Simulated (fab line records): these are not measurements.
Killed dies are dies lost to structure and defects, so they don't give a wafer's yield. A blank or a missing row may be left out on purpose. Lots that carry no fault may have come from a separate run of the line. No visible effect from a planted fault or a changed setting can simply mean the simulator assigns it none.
fab line records	flow nand_harc
record: lots: 24	wafers: 72	last_day: 34
route steps=1302 shown A_CHANNEL_HOLE_D1@471 A_DECK1_JOINT@542 A_ONON_D2@559 A_CHANNEL_HOLE_D2@598
lots that met no fault: from a run of the same line without faults
start_h: start of the lot's first displayed wafer, in hours after the record's first day	wait_h: hours since the lot's step before	" repeats the value in the row above	L1.1+2: a row that stands for several wafers	- no value present, or no start provided	* or withheld: withheld	< > ~ a bound
route shown NAME@n: names a module that has steps shown in the file, with the first one's number in the route	usual: mean/standard deviation taken from wafers without a fault	same: alike in all rows	chamber/n: place in a boat	sites: per-site readings	_std_site: their standard deviation	_edge_site: inner sites' mean taken away from outer sites' mean	radius_mm: how far each site lies from the wafer's centre	mask NAME#n: copy n	behind: the most recent tool/chamber to have shaped the wafer	hold: cause of the lot's hold/its duration in hours/its outcome	device: names the non-switching transistor (n, p or np)	end of line: the route-end tests of the same wafers	step lacking rows: just its recipe	killed: not the wafer's yield, but the dies lost to structure and defects at the first sort	map: dies across one wafer; x = killed, . = not, _ = none there
set.NAME: the setting that was run; set.NAME@STEP: the one run at that earlier step	model.NAME: the simulator's own value behind a step, which no gauge read
the route's steps for a sample of lots (tables are steps, rows are wafers)
services: from which hour (start_h, from the record's first day; less than 0 if before it) a tool's chamber was out of use, for how many hours, and why
== steps ==
step: NHARC_A_CHANNEL_HOLE_D1_ETCH_19
recipe: bias_v: 1200	source_w: 2500	pressure_mtorr: 15	time_s: 34.5	ar_flow_sccm: 375	c4f8_flow_sccm: 28.8	o2_flow_sccm: 96.2	temp_c: -20	target_depth_a: *	chemistry: C4F8/O2/Ar
usual: drypump_motor_current_A: 5.3/0.43	mfc_ar_sccm: 374.9/1	oes_air_line_au: 1.002/0.021	showerhead_plenum_p_Torr: 3.67/0.11	throttle_valve_pct: 37.038/0.01
lot.wafer	tool	chamber	start_h	wait_h	drypump_motor_current_A	mfc_ar_sccm	oes_air_line_au	rf_hours_counter_h	showerhead_plenum_p_Torr	throttle_valve_pct
L074.1	har_etch-02	1	185.07	0.1	5.4	376.5	1.003	290	3.58	37.043
L074.3	"	1	"	"	5.4	373.9	0.999	-	3.58	37.047
L074.6	"	1	"	"	5.4	374.3	1.006	-	3.58	37.043
L075.1	har_etch-02	1	193.86	0.6	5.4	375.3	1.002	298	3.58	37.047
L075.2	"	0	"	"	4.8	375.0	0.975	298	3.67	37.043
L075.5	"	0	"	"	4.8	373.2	0.992	-	3.67	37.025
L077.1	har_etch-02	0	209.66	0.1	4.8	375.8	1.012	305	3.66	37.049
L077.2	"	1	"	"	5.4	376.0	1.052	305	3.57	37.025
L077.3	"	0	"	"	4.8	373.4	1.011	-	3.66	37.041
L076.2	har_etch-02	1	213.81	2.8	5.4	374.1	1.013	309	3.57	37.034
L076.3	"	0	"	"	4.9	374.0	1.024	-	3.66	37.044
L076.5	"	1	"	"	5.4	375.8	1.010	-	3.57	37.040
L079.3	har_etch-01	0	233.74	3.0	6.0	376.0	1.019	-	3.65	37.043
L079.6	"	1	"	"	5.1	374.9	1.002	-	3.77	37.043
L079.5	"	0	"	"	6.0	375.0	1.023	-	3.65	37.035
L078.2	har_etch-02	0	234.16	3.3	4.9	376.3	1.005	325	3.65	37.051
L078.4	"	0	"	"	4.8	375.2	0.992	-	3.65	37.036
L078.6	"	0	"	"	4.8	374.8	1.014	-	3.65	37.028
L080.1	har_etch-01	1	242.07	0.1	5.1	375.8	0.990	118	3.76	37.058
L080.3	"	0	"	"	6.0	374.2	1.029	-	3.64	37.035
L080.6	"	0	"	"	6.0	376.3	1.023	-	3.64	37.034
L081.2	har_etch-01	0	255.92	0.1	6.0	374.7	1.010	126	3.64	37.046
L081.4	"	0	"	"	6.0	375.3	1.010	-	3.64	37.007
L081.5	"	0	"	"	6.0	374.6	1.004	-	3.64	37.043
L082.2	har_etch-02	0	263.02	0.9	4.8	375.7	0.979	344	3.64	37.015
L082.4	"	0	"	"	4.8	375.8	0.975	-	3.64	37.028
L082.6	"	1	"	"	5.4	374.6	1.041	-	3.55	37.036
L083.1	har_etch-01	1	269.56	0.1	5.1	374.0	0.968	134	3.75	37.019
L083.3	"	1	"	"	5.1	375.4	1.000	-	3.75	37.033
L083.4	"	0	"	"	6.0	376.7	1.025	-	3.63	37.028
L084.3	har_etch-02	1	278.54	0.1	5.4	374.7	0.994	-	3.55	37.045
L084.6	"	1	"	"	5.4	372.9	1.008	-	3.55	37.026
L084.5	"	0	"	"	4.9	375.9	1.002	-	3.64	37.030
L085.1	har_etch-02	1	296.28	0.1	5.4	375.6	1.010	359	3.55	37.048
L085.6	"	0	"	"	4.9	372.4	0.966	-	3.63	37.048
L085.5	"	1	"	"	5.4	376.6	0.993	-	3.55	37.035
L086.1	har_etch-01	0	297.01	0.1	6.0	373.7	1.008	149	3.62	37.027
L086.6	"	1	"	"	5.1	374.4	0.998	-	3.74	37.034
L086.5	"	0	"	"	6.0	374.5	1.026	-	3.62	37.032
L087.1	har_etch-01	0	305.84	0.1	6.0	374.5	1.047	153	3.62	37.033
L087.3	"	0	"	"	6.0	376.6	1.020	-	3.62	37.047
L087.6	"	0	"	"	6.1	376.3	0.998	-	3.62	37.044
L088.4	har_etch-01	1	326.60	0.7	5.1	374.3	0.996	-	3.73	37.036
L088.6	"	1	"	"	5.1	372.3	0.992	-	3.73	37.028
L088.5	"	0	"	"	6.0	375.7	0.979	-	3.61	37.032
L089.3	har_etch-02	0	329.63	2.3	4.9	374.3	0.975	-	3.62	37.027
L089.6	"	1	"	"	5.4	373.2	0.982	-	3.53	37.049
L089.5	"	0	"	"	4.9	374.4	1.012	-	3.62	37.021
L090.2	har_etch-02	0	351.32	0.7	4.9	376.2	1.000	390	3.62	37.037
L090.4	"	1	"	"	5.4	374.6	0.964	-	3.53	37.015
L090.3	"	0	"	"	4.9	376.9	0.970	-	3.62	37.031
L091.3	har_etch-01	0	351.93	0.8	6.0	375.0	0.995	-	3.61	37.050
L091.5	"	1	"	"	5.1	373.7	1.019	-	3.73	37.037
L091.6	"	0	"	"	6.1	376.7	0.994	-	3.61	37.039
L092.3	har_etch-02	0	355.51	2.0	4.8	374.2	1.027	-	3.62	37.048
L092.5	"	0	"	"	4.8	374.3	1.027	-	3.62	37.040
L092.6	"	1	"	"	5.4	376.1	0.984	-	3.53	37.045
L093.1	har_etch-01	0	370.57	0.1	6.0	375.3	0.983	187	3.60	37.063
L093.3	"	0	"	"	6.1	374.6	0.975	-	3.60	37.047
L093.6	"	1	"	"	5.1	375.6	1.001	-	3.72	37.036
L094.2	har_etch-01	0	382.74	4.1	6.0	375.1	1.029	199	3.60	37.027
L094.4	"	1	"	"	5.1	375.6	0.972	-	3.72	37.040
L094.6	"	0	"	"	6.0	374.4	1.007	-	3.60	37.024
L095.2	har_etch-02	1	397.63	1.9	5.4	376.1	1.039	0	3.99	37.043
L095.3	"	1	"	"	5.4	373.7	1.032	-	3.99	37.037
L095.5	"	1	"	"	5.3	374.3	1.039	-	3.99	37.047
L096.2	har_etch-01	1	408.28	2.1	5.1	375.4	0.980	221	3.70	37.027
L096.1	"	0	"	"	6.0	375.5	1.000	221	3.58	37.046
L096.3	"	0	"	"	6.0	375.2	0.993	-	3.58	37.033
L097.2	har_etch-02	0	418.01	0.1	4.9	373.9	1.019	15	3.98	37.038
L097.4	"	0	"	"	4.8	376.4	1.026	-	3.98	37.019
L097.6	"	1	"	"	5.4	374.6	1.016	-	3.98	37.038
step: NHARC_A_CHANNEL_HOLE_D1_CD_MEAS_30
usual: cd_nm: 90.7/2
lot.wafer	tool	chamber	start_h	wait_h	cd_nm
L074.1	cd_sem-03	-	190.58	-	88.5
L074.3	"	-	"	"	92.7
L074.6	"	-	"	"	90.9
L075.1	cd_sem-02	-	199.38	-	88.6
L075.2	"	-	"	"	87.8
L075.5	"	-	"	"	88.3
L077.1	cd_sem-01	-	215.17	-	92.9
L077.2	"	-	"	"	89.5
L077.3	"	-	"	"	90.3
L076.2	cd_sem-01	-	219.36	-	94.0
L076.3	"	-	"	"	91.0
L076.5	"	-	"	"	92.9
L079.3	cd_sem-03	-	239.22	-	90.8
L079.5	"	-	"	"	91.6
L079.6	"	-	"	"	89.8
L078.2	cd_sem-02	-	239.71	-	92.4
L078.4	"	-	"	"	91.1
L078.6	"	-	"	"	93.2
L080.1	cd_sem-01	-	247.57	-	89.0
L080.3	"	-	"	"	85.4
L080.6	"	-	"	"	86.9
L081.2	cd_sem-02	-	261.44	-	88.2
L081.4	"	-	"	"	89.2
L081.5	"	-	"	"	90.7
L082.2	cd_sem-02	-	268.51	-	88.5
L082.4	"	-	"	"	93.1
L082.6	"	-	"	"	94.8
L083.1	cd_sem-02	-	275.09	-	93.0
L083.3	"	-	"	"	89.8
L083.4	"	-	"	"	94.4
L084.3	cd_sem-02	-	284.01	-	92.3
L084.5	"	-	"	"	92.3
L084.6	"	-	"	"	91.2
L085.1	cd_sem-03	-	301.77	-	90.7
L085.5	"	-	"	"	95.8
L085.6	"	-	"	"	89.6
L086.1	cd_sem-03	-	302.52	-	89.5
L086.5	"	-	"	"	88.3
L086.6	"	-	"	"	92.9
L087.1	cd_sem-02	-	311.34	-	92.1
L087.3	"	-	"	"	88.9
L087.6	"	-	"	"	92.3
L088.4	cd_sem-01	-	332.13	-	88.6
L088.5	"	-	"	"	89.8
L088.6	"	-	"	"	94.8
L089.3	cd_sem-03	-	335.08	-	89.5
L089.5	"	-	"	"	89.4
L089.6	"	-	"	"	90.5
L090.2	cd_sem-03	-	356.83	-	91.9
L090.3	"	-	"	"	88.9
L090.4	"	-	"	"	90.5
L091.3	cd_sem-03	-	357.45	-	88.8
L091.5	"	-	"	"	89.4
L091.6	"	-	"	"	89.6
L092.3	cd_sem-03	-	361.28	-	91.1
L092.5	"	-	"	"	89.4
L092.6	"	-	"	"	93.5
L093.1	cd_sem-03	-	376.09	-	89.4
L093.3	"	-	"	"	90.4
L093.6	"	-	"	"	89.4
L094.2	cd_sem-01	-	388.24	-	90.5
L094.4	"	-	"	"	89.3
L094.6	"	-	"	"	90.5
L095.2	cd_sem-02	-	403.12	-	90.5
L095.3	"	-	"	"	88.5
L095.5	"	-	"	"	88.2
L096.1	cd_sem-03	-	413.82	-	90.5
L096.2	"	-	"	"	89.1
L096.3	"	-	"	"	87.0
L097.2	cd_sem-02	-	423.56	-	89.8
L097.4	"	-	"	"	88.3
L097.6	"	-	"	"	89.8
step: NHARC_A_CHANNEL_HOLE_D1_INSPECT_40
usual: raw_defect_count: 74/25
lot.wafer	tool	chamber	start_h	wait_h	raw_defect_count
L074.1	defect_inspect-01	-	190.76	-	108
L074.3	"	-	"	"	135
L074.6	"	-	"	"	101
L075.1	defect_inspect-02	-	199.56	-	95
L075.2	"	-	"	"	78
L075.5	"	-	"	"	115
L077.1	defect_inspect-01	-	215.36	-	95
L077.2	"	-	"	"	88
L077.3	"	-	"	"	89
L076.2	defect_inspect-01	-	219.54	-	120
L076.3	"	-	"	"	106
L076.5	"	-	"	"	94
L079.3	defect_inspect-01	-	239.40	-	63
L079.5	"	-	"	"	50
L079.6	"	-	"	"	46
L078.2	defect_inspect-01	-	239.90	-	83
L078.4	"	-	"	"	96
L078.6	"	-	"	"	98
L080.1	defect_inspect-01	-	247.75	-	41
L080.3	"	-	"	"	48
L080.6	"	-	"	"	65
L081.2	defect_inspect-02	-	261.63	-	42
L081.4	"	-	"	"	70
L081.5	"	-	"	"	31
L082.2	defect_inspect-01	-	268.70	-	73
L082.4	"	-	"	"	79
L082.6	"	-	"	"	94
L083.1	defect_inspect-02	-	275.27	-	36
L083.3	"	-	"	"	72
L083.4	"	-	"	"	62
L084.3	defect_inspect-02	-	284.19	-	107
L084.5	"	-	"	"	123
L084.6	"	-	"	"	98
L085.1	defect_inspect-01	-	301.95	-	84
L085.5	"	-	"	"	99
L085.6	"	-	"	"	84
L086.1	defect_inspect-01	-	302.71	-	59
L086.5	"	-	"	"	41
L086.6	"	-	"	"	53
L087.1	defect_inspect-01	-	311.53	-	57
L087.3	"	-	"	"	49
L087.6	"	-	"	"	35
L088.4	defect_inspect-02	-	332.32	-	87
L088.5	"	-	"	"	68
L088.6	"	-	"	"	81
L089.3	defect_inspect-01	-	335.26	-	89
L089.5	"	-	"	"	79
L089.6	"	-	"	"	110
L090.2	defect_inspect-02	-	357.01	-	109
L090.3	"	-	"	"	137
L090.4	"	-	"	"	96
L091.3	defect_inspect-01	-	357.63	-	39
L091.5	"	-	"	"	52
L091.6	"	-	"	"	41
L092.3	defect_inspect-02	-	361.46	-	88
L092.5	"	-	"	"	58
L092.6	"	-	"	"	82
L093.1	defect_inspect-02	-	376.28	-	64
L093.3	"	-	"	"	68
L093.6	"	-	"	"	82
L094.2	defect_inspect-02	-	388.42	-	56
L094.4	"	-	"	"	63
L094.6	"	-	"	"	66
L095.2	defect_inspect-02	-	403.31	-	37
L095.3	"	-	"	"	53
L095.5	"	-	"	"	51
L096.1	defect_inspect-01	-	414.00	-	90
L096.2	"	-	"	"	68
L096.3	"	-	"	"	54
L097.2	defect_inspect-02	-	423.75	-	49
L097.4	"	-	"	"	46
L097.6	"	-	"	"	62
step: NHARC_A_DECK1_JOINT_DEP_16
recipe: target_thk_a: 450	temp_c: 400	pressure_torr: 6.5	rf_w: 900	teos_flow_sccm: 161.4	flow_sccm: 2650	target_thk_nm: 45	gas: O2	material: SiO2
usual: heater_power_w: 529/110	throttle_valve_pct: 16.0/0.43
lot.wafer	tool	chamber	start_h	wait_h	heater_power_w	throttle_valve_pct
L074.1	pecvd-03	2	281.34	0.1	517	15.5
L074.3	"	0	"	"	291	16.2
L074.6	"	1	"	"	700	15.5
L075.2	pecvd-02	0	290.59	0.1	642	16.2
L075.1	"	1	"	"	438	15.6
L075.5	"	1	"	"	442	15.4
L077.1	pecvd-04	0	298.51	0.1	459	16.4
L077.3	"	1	"	"	577	16.0
L077.2	"	2	"	"	551	16.3
L076.2	pecvd-03	0	298.51	0.1	286	15.9
L076.3	"	1	"	"	596	15.4
L076.5	"	0	"	"	301	16.2
L078.2	pecvd-03	2	327.13	0.1	570	15.5
L078.4	"	1	"	"	662	15.9
L078.6	"	2	"	"	577	15.5
L079.3	pecvd-04	1	327.16	0.1	532	16.0
L079.5	"	2	"	"	496	16.5
L079.6	"	1	"	"	527	15.8
L080.1	pecvd-04	2	337.22	0.1	601	16.4
L080.3	"	1	"	"	449	15.9
L080.6	"	2	"	"	581	16.6
L081.2	pecvd-02	0	347.85	0.1	625	16.7
L081.5	"	2	"	"	563	15.1
L081.4	"	0	"	"	634	16.6
L083.3	pecvd-03	0	354.93	0.1	294	16.1
L083.1	"	1	"	"	594	15.8
L083.4	"	2	"	"	553	15.6
L082.2	pecvd-04	1	354.96	0.1	462	16.0
L082.4	"	2	"	"	568	16.6
L082.6	"	1	"	"	462	16.1
L084.3	pecvd-02	1	368.35	0.1	514	16.1
L084.5	"	1	"	"	504	16.0
L084.6	"	2	"	"	640	15.6
L086.1	pecvd-02	2	386.91	0.1	610	15.4
L086.6	"	2	"	"	604	15.5
L086.5	"	0	"	"	747	16.9
L085.1	pecvd-04	0	386.93	0.1	613	16.3
L085.5	"	2	"	"	612	16.8
L085.6	"	0	"	"	616	16.5
L087.3	pecvd-03	1	398.73	0.1	516	15.7
L087.1	"	2	"	"	550	15.4
L087.6	"	0	"	"	269	15.6
L089.3	pecvd-04	0	417.20	0.2	477	16.5
L089.6	"	0	"	"	480	16.4
L089.5	"	1	"	"	567	16.2
L088.6	pecvd-04	2	417.46	0.5	586	16.7
L088.4	"	0	"	"	601	16.4
L088.5	"	1	"	"	487	16.1
L091.3	pecvd-04	0	438.08	0.1	564	16.4
L091.5	"	0	"	"	562	16.7
L091.6	"	2	"	"	606	16.8
L090.3	pecvd-03	1	438.08	0.1	546	16.1
L090.2	"	2	"	"	618	15.6
L090.4	"	1	"	"	533	16.0
L092.3	pecvd-03	2	450.29	0.1	540	15.5
L092.6	"	2	"	"	547	15.4
L092.5	"	1	"	"	600	15.9
L093.1	pecvd-04	1	466.34	0.1	552	16.4
L093.3	"	2	"	"	594	15.7
L093.6	"	1	"	"	553	16.3
L094.2	pecvd-03	0	475.25	0.1	304	15.5
L094.4	"	2	"	"	541	15.9
L094.6	"	0	"	"	315	15.6
L095.2	pecvd-02	2	485.15	0.1	566	15.5
L095.3	"	0	"	"	691	16.0
L095.5	"	0	"	"	705	16.1
L096.2	pecvd-04	0	497.95	0.1	485	16.4
L096.1	"	1	"	"	563	16.2
L096.3	"	2	"	"	525	15.9
L097.2	pecvd-04	0	513.07	0.1	442	16.3
L097.4	"	1	"	"	550	16.5
L097.6	"	2	"	"	540	15.9
step: NHARC_A_ONON_D2_THK_MEAS_21
recipe: thk_meas_gauge: ellipsometry
usual: thk_nm: 1002/8.8
lot.wafer	tool	chamber	start_h	wait_h	thk_nm
L074.1	film_metro-02	-	292.45	-	991
L074.3	"	-	"	"	992
L074.6	"	-	"	"	990
L075.1	film_metro-01	-	302.72	-	1010
L075.2	"	-	"	"	1011
L075.5	"	-	"	"	1010
L077.1	film_metro-02	-	310.51	-	998
L077.2	"	-	"	"	995
L077.3	"	-	"	"	996
L076.2	film_metro-01	-	310.52	-	1008
L076.3	"	-	"	"	1007
L076.5	"	-	"	"	1008
L079.3	film_metro-02	-	340.17	-	1004
L079.5	"	-	"	"	1005
L079.6	"	-	"	"	1005
L078.2	film_metro-01	-	340.18	-	988
L078.4	"	-	"	"	986
L078.6	"	-	"	"	989
L080.1	film_metro-02	-	348.30	-	1016
L080.3	"	-	"	"	1015
L080.6	"	-	"	"	1017
L081.2	film_metro-01	-	358.97	-	1008
L081.4	"	-	"	"	1007
L081.5	"	-	"	"	1008
L082.2	film_metro-01	-	365.98	-	1009
L082.4	"	-	"	"	1009
L082.6	"	-	"	"	1010
L083.1	film_metro-02	-	365.98	-	1009
L083.3	"	-	"	"	1010
L083.4	"	-	"	"	1008
L084.3	film_metro-01	-	379.41	-	995
L084.5	"	-	"	"	995
L084.6	"	-	"	"	996
L086.1	film_metro-02	-	397.94	-	1005
L086.5	"	-	"	"	1005
L086.6	"	-	"	"	1006
L085.1	film_metro-02	-	397.96	-	991
L085.5	"	-	"	"	988
L085.6	"	-	"	"	988
L087.1	film_metro-02	-	409.79	-	989
L087.3	"	-	"	"	989
L087.6	"	-	"	"	990
L088.4	film_metro-01	-	428.34	-	997
L088.5	"	-	"	"	998
L088.6	"	-	"	"	999
L089.3	film_metro-02	-	428.34	-	1005
L089.5	"	-	"	"	1005
L089.6	"	-	"	"	1007
L091.3	film_metro-01	-	449.78	-	998
L091.5	"	-	"	"	997
L091.6	"	-	"	"	998
L090.2	film_metro-02	-	449.79	-	1015
L090.3	"	-	"	"	1017
L090.4	"	-	"	"	1016
L092.3	film_metro-02	-	461.60	-	997
L092.5	"	-	"	"	998
L092.6	"	-	"	"	998
L093.1	film_metro-02	-	479.59	-	1009
L093.3	"	-	"	"	1010
L093.6	"	-	"	"	1011
L094.2	film_metro-01	-	486.30	-	995
L094.4	"	-	"	"	993
L094.6	"	-	"	"	994
L095.2	film_metro-01	-	496.56	-	998
L095.3	"	-	"	"	995
L095.5	"	-	"	"	995
L096.1	film_metro-01	-	509.02	-	1016
L096.2	"	-	"	"	1017
L096.3	"	-	"	"	1018
L097.2	film_metro-02	-	522.77	-	996
L097.4	"	-	"	"	996
L097.6	"	-	"	"	998
step: NHARC_A_CHANNEL_HOLE_D2_ETCH_26
recipe: bias_v: 300	source_w: 2000	pressure_mtorr: 30	time_s: 224.1	ar_flow_sccm: 375	c4f8_flow_sccm: 11.4	o2_flow_sccm: 113.6	temp_c: -20	target_depth_a: 3000	chemistry: C4F8/O2/Ar
usual: drypump_motor_current_A: 5.3/0.44	mfc_ar_sccm: 374.9/1.2	oes_air_line_au: 0.999/0.02	showerhead_plenum_p_Torr: 3.73/0.17	throttle_valve_pct: 24.585/0.0097
lot.wafer	tool	chamber	start_h	wait_h	drypump_motor_current_A	mfc_ar_sccm	oes_air_line_au	rf_hours_counter_h	showerhead_plenum_p_Torr	throttle_valve_pct
L074.1	har_etch-02	1	304.21	0.6	5.4	374.0	1.004	367	3.54	24.584
L074.3	"	1	"	"	5.3	374.5	0.984	-	3.54	24.584
L074.6	"	0	"	"	4.9	376.6	1.007	-	3.63	24.591
L075.2	har_etch-01	1	322.02	0.7	5.1	373.8	0.979	164	3.74	24.593
L075.1	"	0	"	"	6.0	375.1	1.021	164	3.62	24.576
L075.5	"	1	"	"	5.1	372.4	0.984	-	3.74	24.567
L077.1	har_etch-02	1	325.40	0.7	5.4	377.9	1.023	378	3.54	24.592
L077.2	"	0	"	"	4.8	377.5	0.994	378	3.63	24.581
L077.3	"	0	"	"	4.8	375.0	0.981	-	3.63	24.571
L076.2	har_etch-01	1	326.21	0.6	5.1	374.6	1.016	168	3.74	24.589
L076.3	"	0	"	"	6.0	375.9	1.009	-	3.62	24.572
L076.5	"	1	"	"	5.1	374.1	0.994	-	3.74	24.589
L079.3	har_etch-02	1	351.02	0.4	5.4	374.0	1.035	-	3.53	24.578
L079.6	"	0	"	"	4.8	372.2	0.978	-	3.62	24.587
L079.5	"	1	"	"	5.4	375.3	1.012	-	3.53	24.590
L078.2	har_etch-01	1	351.49	0.7	5.1	374.6	1.009	179	3.73	24.604
L078.4	"	0	"	"	6.0	376.5	1.009	-	3.61	24.581
L078.6	"	0	"	"	6.1	375.7	1.007	-	3.61	24.579
L080.1	har_etch-01	0	359.82	0.7	6.0	374.5	0.987	187	3.61	24.576
L080.3	"	1	"	"	5.1	373.6	1.003	-	3.73	24.576
L080.6	"	0	"	"	6.0	375.2	0.947	-	3.60	24.574
L081.2	har_etch-02	0	369.53	0.7	4.9	374.8	0.998	401	3.61	24.595
L081.4	"	1	"	"	5.4	375.9	1.017	-	3.52	24.586
L081.5	"	1	"	"	5.4	374.4	1.021	-	3.52	24.593
L083.1	har_etch-02	0	376.43	0.7	4.8	373.6	1.005	405	3.61	24.596
L083.4	"	0	"	"	4.8	375.6	1.020	-	3.61	24.597
L083.3	"	1	"	"	5.4	375.0	1.009	-	3.52	24.594
L082.2	har_etch-01	0	382.38	0.6	6.0	373.8	1.026	199	3.60	24.598
L082.4	"	1	"	"	5.1	374.1	0.979	-	3.72	24.573
L082.6	"	1	"	"	5.1	375.9	0.988	-	3.72	24.578
L084.3	har_etch-01	0	390.77	0.4	6.0	374.8	1.024	-	3.59	24.589
L084.6	"	1	"	"	5.1	375.5	0.961	-	3.71	24.591
L084.5	"	0	"	"	6.0	374.0	1.028	-	3.59	24.570
L086.1	har_etch-02	0	411.91	0.6	4.8	376.8	0.997	11	3.99	24.582
L086.5	"	1	"	"	5.4	374.8	1.029	-	3.99	24.596
L086.6	"	0	"	"	4.8	376.4	1.025	-	3.99	24.615
L085.1	har_etch-02	0	416.00	0.7	4.8	375.6	1.018	15	3.98	24.598
L085.6	"	0	"	"	4.8	376.3	0.998	-	3.98	24.581
L085.5	"	1	"	"	5.4	376.9	0.970	-	3.98	24.598
L087.1	har_etch-01	0	420.07	0.7	6.0	371.9	0.958	233	3.58	24.595
L087.3	"	0	"	"	6.1	373.4	0.985	-	3.58	24.585
L087.6	"	0	"	"	6.1	372.7	0.981	-	3.58	24.586
L088.4	har_etch-01	1	440.96	0.5	5.1	373.3	0.969	-	3.69	24.581
L088.6	"	1	"	"	5.1	373.9	0.976	-	3.70	24.599
L088.5	"	0	"	"	6.0	374.8	1.017	-	3.58	24.591
L089.3	har_etch-02	0	442.07	0.5	4.8	376.0	1.019	-	3.98	24.580
L089.6	"	0	"	"	4.8	376.0	0.985	-	3.98	24.584
L089.5	"	1	"	"	5.4	373.9	0.989	-	3.98	24.586
L091.3	har_etch-01	1	463.05	0.4	5.1	373.8	1.005	-	3.69	24.578
L091.5	"	0	"	"	6.0	375.0	0.975	-	3.57	24.596
L091.6	"	1	"	"	5.1	375.6	0.975	-	3.69	24.577
L090.2	har_etch-02	1	464.29	0.6	5.4	375.1	0.992	39	3.97	24.574
L090.3	"	0	"	"	4.8	374.5	1.009	-	3.97	24.602
L090.4	"	1	"	"	5.4	374.5	0.939	-	3.97	24.571
L092.3	har_etch-01	0	477.88	0.5	6.0	376.4	0.991	-	3.56	24.588
L092.6	"	0	"	"	6.0	376.2	1.006	-	3.56	24.586
L092.5	"	1	"	"	5.1	376.6	0.995	-	3.68	24.588
L093.1	har_etch-02	0	490.42	0.7	4.9	375.0	1.010	58	3.96	24.579
L093.3	"	0	"	"	4.8	375.0	0.997	-	3.96	24.596
L093.6	"	0	"	"	4.8	374.5	0.984	-	3.96	24.586
L094.2	har_etch-02	0	497.79	0.7	4.8	376.1	1.025	61	3.95	24.598
L094.4	"	1	"	"	5.4	372.4	0.998	-	3.95	24.565
L094.6	"	1	"	"	5.4	374.2	1.008	-	3.95	24.590
L095.2	har_etch-01	0	506.94	0.7	6.0	375.8	1.020	278	3.55	24.578
L095.3	"	1	"	"	5.1	373.8	0.990	-	3.67	24.577
L095.5	"	0	"	"	6.0	373.3	0.997	-	3.55	24.581
L096.1	har_etch-02	0	521.18	0.7	4.9	374.4	0.985	69	3.95	24.574
L096.2	"	1	"	"	5.4	375.8	0.993	69	3.95	24.593
L096.3	"	1	"	"	5.4	375.3	1.003	-	3.95	24.598
L097.2	har_etch-01	1	536.30	0.6	5.1	373.4	0.998	293	3.67	24.574
L097.4	"	1	"	"	5.1	374.2	1.024	-	3.66	24.583
L097.6	"	1	"	"	5.1	374.1	1.020	-	3.66	24.586
== services ==
tool	chamber	start_h	hours	kind
pecvd-04	0	171.76	2.3	repair
har_etch-01	-	182.69	17.0	repair
pecvd-03	-	185.00	13.0	pm
pecvd-02	-	227.00	13.0	pm
har_etch-01	-	246.46	1.0	repair
pecvd-04	-	269.01	13.0	pm
pecvd-04	0	269.01	13.0	vent_cycle
pecvd-04	1	269.01	13.0	vent_cycle
pecvd-04	-	335.05	0.7	repair
pecvd-03	-	366.00	13.0	pm
har_etch-02	-	380.61	17.0	pm
har_etch-02	0	380.61	17.0	vent_cycle
har_etch-02	1	380.61	17.0	vent_cycle
pecvd-03	-	383.98	0.8	repair
pecvd-02	0	392.88	8.4	repair
har_etch-02	0	397.61	-	clean
har_etch-02	0	397.61	-	consumable_replace:focus_ring
har_etch-02	0	397.61	-	consumable_replace:showerhead
har_etch-02	1	397.61	-	clean
har_etch-02	1	397.61	-	consumable_replace:focus_ring
har_etch-02	1	397.61	-	consumable_replace:showerhead
pecvd-02	-	408.14	13.0	pm
pecvd-04	-	450.03	13.0	pm
pecvd-04	2	472.90	3.7	repair
== key ==
fault none
